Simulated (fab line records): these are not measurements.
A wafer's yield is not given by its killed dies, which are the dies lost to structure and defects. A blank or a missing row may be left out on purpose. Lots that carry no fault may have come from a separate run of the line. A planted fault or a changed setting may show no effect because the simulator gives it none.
Split-lot experiment + flow n5-finfet + 39 wafers read across 7 lots, on a route 1938 steps long

== THE SPLIT ==
At N5_DUMMY_GATE_ETCH_31 (etches SiO2 in C4F6/O2, target depth 82.5 nm, time 27.5 s), the setting target-depth-a was moved away from the recipe's 825 angstrom on 18 of the 39 wafers read, by -12.3% to +12.4%. For the rest of the wafers, this setting stayed at what the recipe calls for.

The reading is taken at the split's own step.

== THE READING ==
SOC_of_DUMMY_GATE_COAT_34.thk-nm (the simulator's own value, which no gauge read), in nm, at N5_DUMMY_GATE_ETCH_31 (etches SiO2 in C4F6/O2, target depth 82.5 nm, time 27.5 s). No usual value for it is given in the file. Average 51.8 nm, standard deviation 0.21 nm, over the 21 wafers here run with the recipe.

| wafer  | tool, chamber at the split | target-depth-a as run, angstrom | against the recipe | SOC_of_DUMMY_GATE_COAT_34.thk-nm, nm | against lot-mates on the recipe |
|--------|----------------------------|---------------------------------|--------------------|--------------------------------------|---------------------------------|
| L074.1 | rie-diel-01, 0             | 825                             | recipe             | 51.8                                 | -                               |
| L074.2 | rie-diel-01, 3             | 723.6                           | -12.3%             | 52.8                                 | +0.7                            |
| L074.3 | rie-diel-01, 2             | 723.6                           | -12.3%             | 53.2                                 | +1.1                            |
| L074.4 | rie-diel-01, 1             | 825                             | recipe             | 52.2                                 | -                               |
| L074.5 | rie-diel-01, 3             | 723.6                           | -12.3%             | 53                                   | +0.9                            |
| L074.6 | rie-diel-01, 0             | 825                             | recipe             | 52.2                                 | -                               |
| L079.1 | rie-diel-05, 3             | 825                             | recipe             | 51.8                                 | -                               |
| L079.2 | rie-diel-05, 1             | 901.8                           | +9.3%              | 51.4                                 | -0.5                            |
| L079.3 | rie-diel-05, 2             | 825                             | recipe             | 52                                   | -                               |
| L079.4 | rie-diel-05, 0             | 901.8                           | +9.3%              | 51.4                                 | -0.5                            |
| L079.5 | rie-diel-05, 0             | 825                             | recipe             | 52                                   | -                               |
| L079.6 | rie-diel-05, 3             | 901.8                           | +9.3%              | 51.2                                 | -0.7                            |
| L088.1 | rie-diel-06, 1             | 825                             | recipe             | 51.4                                 | -                               |
| L088.2 | rie-diel-06, 2             | 736.2                           | -10.8%             | 52.6                                 | +0.9                            |
| L088.3 | rie-diel-06, 0             | 736.2                           | -10.8%             | 52.6                                 | +0.9                            |
| L088.4 | rie-diel-06, 3             | 825                             | recipe             | 51.8                                 | -                               |
| L088.5 | rie-diel-06, 3             | 825                             | recipe             | 51.8                                 | -                               |
| L088.6 | rie-diel-06, 0             | 736.2                           | -10.8%             | 52.8                                 | +1.1                            |
| L089.1 | rie-diel-01, 2             | 751.7                           | -8.9%              | 52.8                                 | +1.1                            |
| L089.2 | rie-diel-01, 3             | 751.7                           | -8.9%              | 52.6                                 | +0.9                            |
| L089.3 | rie-diel-01, 0             | 825                             | recipe             | 51.8                                 | -                               |
| L089.4 | rie-diel-01, 1             | 825                             | recipe             | 51.6                                 | -                               |
| L089.5 | rie-diel-01, 3             | 825                             | recipe             | 51.8                                 | -                               |
| L089.6 | rie-diel-01, 0             | 751.7                           | -8.9%              | 52.8                                 | +1.1                            |
| L093.1 | rie-diel-05, 3             | 825                             | recipe             | 51.8                                 | -                               |
| L093.2 | rie-diel-05, 0             | 926.9                           | +12.4%             | 51                                   | -0.7                            |
| L093.3 | rie-diel-05, 1             | 926.9                           | +12.4%             | 51.2                                 | -0.5                            |
| L093.4 | rie-diel-05, 1             | 926.9                           | +12.4%             | 51.2                                 | -0.5                            |
| L093.5 | rie-diel-05, 3             | 825                             | recipe             | 51.4                                 | -                               |
| L093.6 | rie-diel-05, 0             | 825                             | recipe             | 51.8                                 | -                               |
| L095.1 | rie-diel-05, 3             | 825                             | recipe             | 51.8                                 | -                               |
| L095.2 | rie-diel-05, 0             | 825                             | recipe             | 52                                   | -                               |
| L095.3 | rie-diel-05, 2             | 825                             | recipe             | 51.8                                 | -                               |
| L097.1 | rie-diel-06, 2             | 825                             | recipe             | 52                                   | -                               |
| L097.2 | rie-diel-06, 3             | 825                             | recipe             | 51.6                                 | -                               |
| L097.3 | rie-diel-06, 0             | 825                             | recipe             | 51.6                                 | -                               |
| L097.4 | rie-diel-06, 1             | 749.8                           | -9.1%              | 52.2                                 | +0.5                            |
| L097.5 | rie-diel-06, 2             | 749.8                           | -9.1%              | 52.6                                 | +0.9                            |
| L097.6 | rie-diel-06, 1             | 749.8                           | -9.1%              | 52.2                                 | +0.5                            |

THE FIT
A straight line over all 39 wafers: SOC_of_DUMMY_GATE_COAT_34.thk-nm changes by -0.0722 nm for each +1% of target-depth-a; r = -0.92; the points scatter about the line by 0.22 nm.
The same after taking each lot's own level away (the mean of its wafers on the recipe; 39 wafers): -0.0707 nm for each +1%; r = -0.93; scatter 0.2 nm.
On that fit, the largest move of target-depth-a shifts the reading by 0.87 nm.
From 51.67 to 52.07 nm: that is the span of the lots' own levels, equal to 1.9 times the standard deviation above.
Hence the lot-to-lot level has little effect on the slope; both slopes agree.
Check: -0.812 nm against its lot-mates is what the line predicts for one of the wafers moved furthest among these (+12.4%) when that wafer is left out of the fit. It came out at -0.667 nm against them.

== THE OTHER SPLITS THESE WAFERS WENT THROUGH ==
Note: prior to the reading, these wafers also went through further splits. Each is held against what the fit with the lots' levels taken away leaves over:
| other split on the same wafers  | wafers away from the commonest value | r with SOC_of_DUMMY_GATE_COAT_34.thk-nm (lot level and that fit taken away) |
|---------------------------------|--------------------------------------|-----------------------------------------------------------------------------|
| N5_DUMMY_GATE_EXPOSE_12 dose-mj | 18                                   | -0.11                                                                       |
| N5_DUMMY_GATE_ETCH_37 source-w  | 15                                   | -0.19                                                                       |

== THE WHOLE CHAIN: every reading that the file lists as answering this split, in the file's order ==
| step                  | what it does                                              | reading                                                                           | change (the file's fit)               | r (the file's) |
|-----------------------|-----------------------------------------------------------|-----------------------------------------------------------------------------------|---------------------------------------|----------------|
| N5_DUMMY_GATE_ETCH_31 | etches SiO2 in C4F6/O2, target depth 82.5 nm, time 27.5 s | etch.depth-nm (the simulator's own value, which no gauge read)                    | +0.786 nm for each +1% of the setting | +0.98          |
| N5_DUMMY_GATE_ETCH_31 | etches SiO2 in C4F6/O2, target depth 82.5 nm, time 27.5 s | SOC_of_DUMMY_GATE_COAT_34.thk-nm (the simulator's own value, which no gauge read) | -0.073 nm for each +1% of the setting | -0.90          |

== FILE'S OWN FIT ==
SOC_of_DUMMY_GATE_COAT_34.thk-nm changes by -0.073 nm for each +1% of target-depth-a, r = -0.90.
